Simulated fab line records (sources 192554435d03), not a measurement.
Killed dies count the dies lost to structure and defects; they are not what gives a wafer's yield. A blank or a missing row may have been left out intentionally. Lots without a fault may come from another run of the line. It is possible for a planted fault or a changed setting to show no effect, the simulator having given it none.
fab line records	flow n5Finfet
record lots=11	wafers=32	lastDay=16
route steps=1938 shown BEOL_M11@1580 PASS1_CAP@1874 PASSIVATION@1909
lots that met no fault: taken from a fault-free run of the same line
startH: start of the lot's first displayed wafer, in hours after the record's first day	waitH: hours since the lot's step before	" identical to the entry in the row above	L1.1+2: a single row standing in for several wafers	- value missing, or start not given	* or withheld: withheld	< > ~ a bound
route shown NAME@n: a module of which the file shows steps, and the number in the route of the first	usual: mean and standard deviation over wafers with no fault	same: alike in all rows	chamber/n: place in a boat	sites: per-site readings	_std_site: the values' standard deviation	_edge_site: the outer-site mean with the inner-site mean subtracted	radiusMm: for every site, how far away it sits from the centre of the wafer	mask NAME#n: copy n	behind: the tool/chamber that last shaped the wafer	hold: reason for holding the lot/hours on hold/outcome of the hold	device: names the non-switching transistor (n, p or np)	end of line: tests of these same wafers at the route's end	a step given without rows: its recipe and nothing more	killed: dies lost to structure and defects at the first sort, not the wafer's yield	map: the dies of a wafer, with x for killed, . for not killed, _ for no die there
set.NAME: the setting as run; set.NAME@STEP: as run at that earlier step	model.NAME: the simulator's own value behind a step, which no gauge read
the route's steps for a sample of lots (tables are steps, rows are wafers)
services: the hour from which a tool's chamber was out of use, counted from the record's first day as startH (under 0 if before that day), plus the number of hours and why
## steps
# step N5_BEOL_M11_STRIP_77
# recipe chemistry=N2/H2	timeS=10	powerW=450	tempC=40	pressureMtorr=20	rfFrequencyHz=6e+07	biasPowerW=7	n2FlowSccm=200	h2FlowSccm=200
# usual biasPowerW=6.999/0.023	drypumpMotorCurrentA=5.7/0.43	oesProductAu=0.80/0.082	rfVppV=59.0/0.84	showerheadPlenumPTorr=2.50/0.092	throttleValvePct=23.63/0.2
lot.wafer	tool	chamber	startH	waitH	biasPowerW	drypumpMotorCurrentA	oesProductAu	rfHoursCounterH	rfVppV	showerheadPlenumPTorr	throttleValvePct
L537.2	rieDiel-03	3	246.73	-	7.023	6.3	0.80	123	58.3	2.66	23.43
L537.3	"	2	"	"	7.011	5.7	0.82	76	59.2	2.57	23.57
L537.5	"	3	"	"	7.003	6.3	0.79	-	60.6	2.66	23.44
L538.1	rieDiel-02	2	254.96	-	7.015	5.8	0.66	247	59.7	2.51	23.66
L538.2	"	1	"	"	6.988	5.2	0.88	43	58.0	2.48	23.47
L538.4	"	0	"	"	6.958	5.0	0.77	169	58.2	2.35	23.81
L541.2	rieDiel-02	3	273.02	-	7.003	5.5	0.71	189	59.0	2.52	23.55
L541.3	"	0	"	"	6.994	5.0	0.76	176	59.0	2.34	23.83
L541.4	"	1	"	"	6.962	5.2	0.86	-	58.9	2.47	23.49
L542.2	rieDiel-02	3	282.85	-	7.001	5.4	0.70	192	59.1	2.52	23.57
L542.4	"	3	"	"	7.031	5.5	0.70	-	57.8	2.52	23.54
L542.5	"	0	"	"	6.991	5.0	0.76	-	58.8	2.34	23.84
L545.4	rieDiel-04	3	300.06	-	6.973	6.0	0.88	41	59.3	2.48	23.40
L545.5	"	2	"	"	6.996	5.5	0.91	-	60.8	2.58	23.51
L545.6	"	1	"	"	6.980	6.2	0.77	-	59.7	2.55	23.62
L547.1	rieDiel-02	1	315.02	-	6.989	5.2	0.84	67	59.7	2.47	23.51
L547.5	"	3	"	"	7.034	5.4	0.70	-	59.3	2.51	23.55
L551.4	rieDiel-02	0	324.81	-	6.964	5.0	0.75	193	57.8	2.34	23.86
L551.5	"	2	"	"	7.000	5.8	0.96	-	58.8	2.50	23.54
L551.6	"	3	"	"	6.996	5.4	0.70	-	57.8	2.51	23.56
L550.1	rieDiel-02	1	325.27	-	6.997	5.2	0.84	69	59.5	2.47	23.51
L550.3	"	0	"	"	7.032	5.0	0.75	193	58.1	2.34	23.86
L550.4	"	2	"	"	7.014	5.8	0.96	13	57.8	2.50	23.54
L549.1	rieDiel-02	2	326.90	-	6.968	5.7	0.95	14	60.1	2.50	23.56
L549.2	"	3	"	"	7.038	5.5	0.69	207	60.6	2.51	23.58
L549.3	"	1	"	"	6.973	5.2	0.83	70	60.8	2.47	23.52
L553.1	rieDiel-04	3	331.52	-	7.028	6.0	0.87	51	59.4	2.47	23.42
L553.3	"	1	"	"	6.986	6.2	0.75	144	59.8	2.55	23.64
L553.6	"	0	"	"	7.003	6.4	0.74	-	58.9	2.32	23.78
L554.1	rieDiel-02	2	337.96	-	7.008	5.8	0.95	16	60.0	2.50	23.55
L554.4	"	3	"	"	6.973	5.4	0.69	209	59.5	2.51	23.57
L554.5	"	2	"	"	7.020	5.8	0.94	-	58.6	2.50	23.54
# step N5_PASSIVATION_PECVD_01
# recipe material=SiNx	targetThkA=2000	tempC=400	precursor=SiH4/NH3/N2	pressureTorr=4.9	rfW=1406	timeS=43.2
# usual heaterPowerW=385/86	showerheadPlenumPTorr=8.66/0.082	showerheadVppV=2277/130	throttleValvePct=29.0/1.5
lot.wafer	tool	chamber	startH	waitH	heaterPowerW	showerheadPlenumPTorr	showerheadVppV	sinceWetCleanH	throttleValvePct
L537.2	pecvd-01	1	281.91	0.0	273	8.53	2368	1530	31.4
L537.3	"	2	"	"	490	8.57	2039	50	27.5
L537.5	"	2	"	"	490	8.58	2010	-	27.7
L538.1	pecvd-03	1	296.41	0.0	428	8.80	2407	2088	30.1
L538.2	"	0	"	"	255	8.74	2220	1363	29.8
L538.4	"	1	"	"	419	8.78	2450	-	29.6
L541.2	pecvd-02	2	308.90	0.0	324	8.66	2240	259	25.9
L541.3	"	1	"	"	257	8.75	2361	1738	30.6
L541.4	"	2	"	"	340	8.67	2189	-	26.0
L542.2	pecvd-01	1	321.59	0.0	273	8.51	2362	1569	31.5
L542.4	"	1	"	"	284	8.53	2354	-	31.5
L542.5	"	2	"	"	576	8.59	2008	-	28.0
L545.4	pecvd-03	2	339.56	0.0	495	8.67	2303	-	28.1
L545.5	"	1	"	"	399	8.80	2417	-	29.7
L545.6	"	0	"	"	297	8.73	2231	-	29.9
L547.1	pecvd-03	0	357.41	0.0	320	8.72	2256	1424	29.8
L547.5	"	1	"	"	417	8.78	2425	-	29.9
L551.4	pecvd-01	1	358.77	0.0	356	8.52	2339	-	31.6
L551.5	"	0	"	"	305	8.66	2317	-	28.1
L551.6	"	2	"	"	517	8.58	2013	-	27.9
L549.1	pecvd-01	1	365.57	0.0	299	8.55	2357	1613	31.5
L549.2	"	0	"	"	317	8.64	2329	888	28.2
L549.3	"	2	"	"	438	8.59	2022	134	27.9
L550.1	pecvd-02	1	370.14	0.0	358	8.74	2371	1799	30.4
L550.3	"	2	"	"	347	8.67	2186	320	26.0
L550.4	"	2	"	"	350	8.66	2252	-	25.9
L553.1	pecvd-03	1	370.28	0.0	369	8.77	2490	2162	29.7
L553.3	"	0	"	"	266	8.71	2197	1437	29.9
L553.6	"	2	"	"	473	8.66	2295	-	28.5
L554.1	pecvd-03	2	376.27	0.0	429	8.66	2308	689	28.2
L554.4	"	1	"	"	412	8.77	2421	-	29.7
L554.5	"	0	"	"	336	8.72	2195	-	29.8
# step N5_PASSIVATION_AL_ETCH_33
# recipe chemistry=Cl2/BCl3	targetDepthA=28000	overEtchFrac=0.15	Cl2_flow_sccm=180	bcl3FlowSccm=60	target=Al	stopOn=TaN	timeS=466.7	ionEnergyEv=100	pressureMtorr=10	icpW=900	biasW=100
# usual bcl3FlowSccm=60.01/0.18	drypumpMotorCurrentA=5.9/0.56	oesProductAu=0.71/0.063	throttleValvePct=34.2/0.47
lot.wafer	tool	chamber	startH	waitH	bcl3FlowSccm	drypumpMotorCurrentA	oesProductAu	rfHoursCounterH	throttleValvePct
L537.2	rieMetal-02	0	285.97	0.1	60.24	5.6	0.63	77	34.1
L537.3	"	0	"	"	60.02	5.6	0.64	-	34.1
L537.5	"	1	"	"	59.73	6.0	0.69	-	34.9
L538.1	rieMetal-02	1	300.25	0.1	60.10	6.1	0.69	47	34.9
L538.2	"	0	"	"	59.89	5.6	0.63	79	34.0
L538.4	"	0	"	"	60.20	5.6	0.63	-	34.1
L541.2	rieMetal-02	0	311.01	0.1	59.91	5.6	0.63	80	34.1
L541.3	"	1	"	"	60.51	6.0	0.67	-	34.9
L541.4	"	0	"	"	59.91	5.6	0.63	-	34.1
L542.2	rieMetal-02	0	326.75	0.1	59.91	5.6	0.62	82	34.1
L542.4	"	0	"	"	60.29	5.6	0.62	-	34.1
L542.5	"	0	"	"	59.99	5.6	0.63	-	34.1
L545.4	rieMetal-03	1	342.73	0.2	59.69	6.4	0.72	-	34.2
L545.5	"	1	"	"	60.02	6.4	0.71	-	34.2
L545.6	"	0	"	"	60.20	6.3	0.76	-	34.4
L547.1	rieMetal-03	0	359.81	0.1	59.89	6.3	0.76	26	34.3
L547.5	"	0	"	"	60.07	6.3	0.75	-	34.3
L551.4	rieMetal-01	1	363.64	0.2	60.02	6.3	0.81	-	33.3
L551.5	"	1	"	"	59.97	6.3	0.80	-	33.3
L551.6	"	0	"	"	59.68	4.7	0.76	-	34.4
L549.1	rieMetal-01	0	369.13	0.1	59.99	4.7	0.77	25	34.4
L549.2	"	1	"	"	60.17	6.2	0.80	14	33.3
L549.3	"	0	"	"	60.19	4.7	0.76	-	34.3
L550.1	rieMetal-02	1	374.49	0.1	59.82	6.1	0.67	55	34.9
L550.3	"	0	"	"	59.96	5.6	0.62	-	34.1
L550.4	"	1	"	"	59.97	6.1	0.67	-	34.9
L553.1	rieMetal-01	1	375.57	0.1	59.84	6.3	0.80	15	33.3
L553.3	"	0	"	"	59.94	4.7	0.76	-	34.4
L553.6	"	1	"	"	60.12	6.3	0.78	-	33.3
L554.1	rieMetal-02	1	379.94	0.1	60.03	6.0	0.65	56	34.9
L554.4	"	0	"	"	59.75	5.6	0.60	-	34.1
L554.5	"	1	"	"	59.90	6.0	0.66	-	34.9
# step N5_PASSIVATION_ETCH_59
# recipe chemistry=Cl2/BCl3	target=TaN	targetDepthA=650	timeS=34.9	ionEnergyEv=100	pressureMtorr=10	icpW=900	biasW=100	Cl2_flow_sccm=60	bcl3FlowSccm=30
# usual bcl3FlowSccm=29.99/0.099	drypumpMotorCurrentA=5.9/0.56	oesProductAu=0.79/0.074	throttleValvePct=21.1/0.37
lot.wafer	tool	chamber	startH	waitH	bcl3FlowSccm	drypumpMotorCurrentA	oesProductAu	rfHoursCounterH	throttleValvePct
L537.2	rieMetal-02	0	286.38	0.3	29.99	5.6	0.70	77	21.0
L537.3	"	0	"	"	29.94	5.6	0.70	-	21.0
L537.5	"	1	"	"	29.90	6.0	0.75	-	21.5
L538.1	rieMetal-02	1	300.65	0.3	29.96	6.0	0.75	48	21.5
L538.2	"	0	"	"	29.97	5.6	0.71	79	21.0
L538.4	"	0	"	"	30.00	5.6	0.70	-	21.0
L541.2	rieMetal-02	0	311.42	0.3	29.86	5.6	0.70	80	21.0
L541.3	"	1	"	"	30.06	6.0	0.75	-	21.6
L541.4	"	0	"	"	29.91	5.6	0.70	-	21.0
L542.2	rieMetal-02	0	327.15	0.3	30.07	5.6	0.69	82	21.0
L542.4	"	0	"	"	30.00	5.6	0.69	-	21.0
L542.5	"	0	"	"	30.15	5.6	0.69	-	21.0
L545.4	rieMetal-03	1	343.03	0.2	30.08	6.3	0.79	-	21.1
L545.5	"	1	"	"	30.02	6.4	0.79	-	21.1
L545.6	"	0	"	"	30.10	6.3	0.85	-	21.0
L547.1	rieMetal-03	0	360.21	0.3	30.00	6.3	0.83	26	21.0
L547.5	"	0	"	"	29.90	6.3	0.84	-	21.0
L551.4	rieMetal-01	1	363.94	0.2	30.01	6.2	0.91	-	20.3
L551.5	"	1	"	"	29.95	6.3	0.92	-	20.3
L551.6	"	0	"	"	29.99	4.7	0.84	-	21.2
L549.1	rieMetal-01	0	369.53	0.3	29.86	4.7	0.84	25	21.2
L549.2	"	1	"	"	30.02	6.3	0.90	14	20.3
L549.3	"	0	"	"	30.05	4.7	0.84	-	21.2
L550.1	rieMetal-02	1	374.89	0.3	30.06	6.0	0.74	56	21.6
L550.3	"	0	"	"	30.20	5.6	0.69	-	21.0
L550.4	"	1	"	"	30.05	6.0	0.74	-	21.6
L553.1	rieMetal-01	1	375.97	0.3	30.04	6.2	0.90	16	20.3
L553.3	"	0	"	"	29.95	4.7	0.83	-	21.2
L553.6	"	1	"	"	29.88	6.2	0.91	-	20.3
L554.1	rieMetal-02	1	380.34	0.3	30.04	6.0	0.73	57	21.6
L554.4	"	0	"	"	30.07	5.6	0.70	-	21.0
L554.5	"	1	"	"	30.07	6.1	0.73	-	21.6
# step N5_PASSIVATION_PROBE_49
# usual defectLimitedYield=91.3/1.5	killed_at_M0_to_M3=31/11	killed_at_M4_up=14/5.1	killedAtContacts=12/5.6	killedAtFrontEnd=42/12	killedAtOther=3.8/2.9	killedDies=103/18	killedOpen=67/14	killedShort=33/8	sort_bin_5_function=5.1/1	sort_bin_6_memory=3.2/0.75	sortNPass=1077/18	sortYieldPct=91.3/1.5
# same grossDies=1180	killedAtBackSide=0	sort_bin_4_leakage[%]=0	sort_bin_8_speed[%]=0
lot.wafer	tool	chamber	startH	waitH	defectLimitedYield[%]	killed_at_M0_to_M3	killed_at_M4_up	killedAtContacts	killedAtFrontEnd	killedAtOther	killedDies	killedOpen	killedShort	sort_bin_5_function[%]	sort_bin_6_memory[%]	sortNPass	sortYieldPct[%]
L549.1	prober-02	-	374.03	0.0	79.8	26	137	10	58	7	238	70	41	12.3	4.2	942	79.8
L549.2	prober-02	-	374.08	0.1	81.1	22	109	14	73	5	223	78	43	10.8	4.4	957	81.1
L549.3	prober-02	-	374.13	0.1	82.6	24	110	6	58	7	205	80	19	11.2	3.6	975	82.6
L550.1	prober-01	-	379.42	0.0	91.7	20	10	20	45	3	98	69	28	4.7	3.6	1082	91.7
L550.3	prober-01	-	379.52	0.1	89.2	38	14	18	56	1	127	104	23	5.8	4.5	1053	89.2
L550.4	prober-01	-	379.57	0.2	90.7	35	9	25	35	6	110	74	35	6.1	3.1	1070	90.7
L554.1	prober-01	-	384.76	0.0	81.3	28	150	14	27	2	221	49	28	11.4	3.0	959	81.3
L554.4	prober-01	-	384.91	0.2	83.4	35	116	5	34	6	196	54	32	9.9	4.0	984	83.4
L554.5	prober-01	-	384.96	0.2	82.1	25	157	9	18	2	211	44	24	9.8	4.2	969	82.1
# killed by level:class
L549.1 BEOL_M11:unspecified=127 FIN_SAQP:geometricParticle:open=14 STI_FIN_REVEAL:geometricParticle:open=14 FIN_SAQP:geometricParticle:short=10 MOL_CONTACT_COAG:geometricParticle:open=7 BEOL_M1:geometricParticle:open=7 BEOL_M0_SAQP:geometricParticle:short=5 DUMMY_GATE:geometricParticle:open=5
L549.2 BEOL_M11:unspecified=100 FIN_SAQP:geometricParticle:open=29 FIN_SAQP:geometricParticle:short=12 STI_FIN_REVEAL:geometricParticle:open=10 MOL_CONTACT_COAG:geometricParticle:open=7 MOL_CONTACT_COAG:geometricParticle:short=7 DUMMY_GATE:geometricParticle:open=6 BEOL_M1:geometricParticle:open=6
L549.3 BEOL_M11:unspecified=104 STI_FIN_REVEAL:geometricParticle:open=27 FIN_SAQP:geometricParticle:open=15 BEOL_M1:geometricParticle:open=9 MOL_CONTACT_COAG:geometricParticle:open=6 FIN_SAQP:geometricParticle:short=5 BEOL_M0_SAQP:geometricParticle:open=5 BEOL_M0_SAQP:geometricParticle:short=3
L550.1 MOL_CONTACT_COAG:geometricParticle:open=16 FIN_SAQP:geometricParticle:open=10 FIN_SAQP:geometricParticle:short=7 STI_FIN_REVEAL:geometricParticle:open=7 DUMMY_GATE:geometricParticle:open=6 BEOL_M2:geometricParticle:open=6 BEOL_M5:geometricParticle:open=6 MOL_CONTACT_COAG:geometricParticle:short=4
L550.3 MOL_CONTACT_COAG:geometricParticle:open=16 FIN_SAQP:geometricParticle:open=15 DUMMY_GATE:geometricParticle:open=14 BEOL_M0_SAQP:geometricParticle:open=11 STI_FIN_REVEAL:geometricParticle:open=9 BEOL_M1:geometricParticle:open=9 BEOL_M4:geometricParticle:open=7 BEOL_M2:geometricParticle:open=6
L550.4 MOL_CONTACT_COAG:geometricParticle:open=19 BEOL_M0_SAQP:geometricParticle:open=11 STI_FIN_REVEAL:geometricParticle:open=10 FIN_SAQP:geometricParticle:open=7 BEOL_M2:geometricParticle:open=6 MOL_CONTACT_COAG:geometricParticle:short=6 BEOL_M0_SAQP:geometricParticle:short=5 GATE_CUT:geometricParticle:short=4
L554.1 BEOL_M11:unspecified=142 MOL_CONTACT_COAG:geometricParticle:open=10 STI_FIN_REVEAL:geometricParticle:open=8 BEOL_M0_SAQP:geometricParticle:open=7 BEOL_M0_SAQP:geometricParticle:short=6 BEOL_M1:geometricParticle:short=5 GATE_CUT:geometricParticle:short=4 MOL_CONTACT_COAG:geometricParticle:short=4
L554.4 BEOL_M11:unspecified=106 STI_FIN_REVEAL:geometricParticle:open=8 BEOL_M0_SAQP:geometricParticle:short=7 BEOL_M1:geometricParticle:open=7 BEOL_M1:geometricParticle:short=7 BEOL_M4:geometricParticle:open=6 MOL_CONTACT_COAG:geometricParticle:open=5 BEOL_M0_SAQP:geometricParticle:open=5
L554.5 BEOL_M11:unspecified=143 MOL_CONTACT_COAG:geometricParticle:open=7 BEOL_M1:geometricParticle:open=7 BEOL_M3:geometricParticle:open=4 STARTING-WAFER:geometricParticle:open=4 STARTING-WAFER:geometricParticle:short=4 DUMMY_GATE:geometricParticle:short=3 BEOL_M0_SAQP:geometricParticle:open=3
## services
tool	chamber	startH	hours	kind
pecvd-02	0	226.37	5.5	scheduledDown
pecvd-02	0	233.12	2.1	scheduledDown
rieDiel-03	0	239.43	7.2	repair
pecvd-01	-	258.95	5.1	repair
rieDiel-02	0	259.82	6.2	repair
rieDiel-02	2	266.34	-	clean
rieDiel-02	2	266.34	-	consumableReplace:focusRing
rieDiel-02	2	266.34	18.4	scheduledDown
rieDiel-02	2	266.34	18.4	ventCycle
rieDiel-04	2	277.56	5.6	repair
rieMetal-02	1	281.50	1.1	repair
pecvd-02	-	316.12	14.6	pm
pecvd-01	0	320.34	2.1	scheduledDown
rieDiel-03	3	325.77	3.3	repair
rieMetal-03	-	333.44	0.5	repair
pecvd-02	-	340.21	4.0	repair
pecvd-01	-	368.41	6.8	repair
## key
firstSign step=N5_PASSIVATION_PROBE_49	reading=killed_at_M4_up	direction=up	sigmas=23	usual=14	struck=130
effect step=N5_PASSIVATION_PROBE_49	reading=defectLimitedYield	direction=down	sigmas=6.2	usual=91.3	struck=81.7
moreKillsBornAt N5_BEOL_M11_STRIP_77@rieDiel-02=722
metAt N5_BEOL_M11_STRIP_77
struckLots L549,L554
notActingAt N5_PASSIVATION_PECVD_01,N5_PASSIVATION_AL_ETCH_33,N5_PASSIVATION_ETCH_59
onsetBetween 325.27 326.90
fault kind=chamberParticleSource	tool=rieDiel-02	chamber=-	onsetH=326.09	steps=N5_BEOL_M11_STRIP_77	ratePerVisitCm2=1.4579	endH=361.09
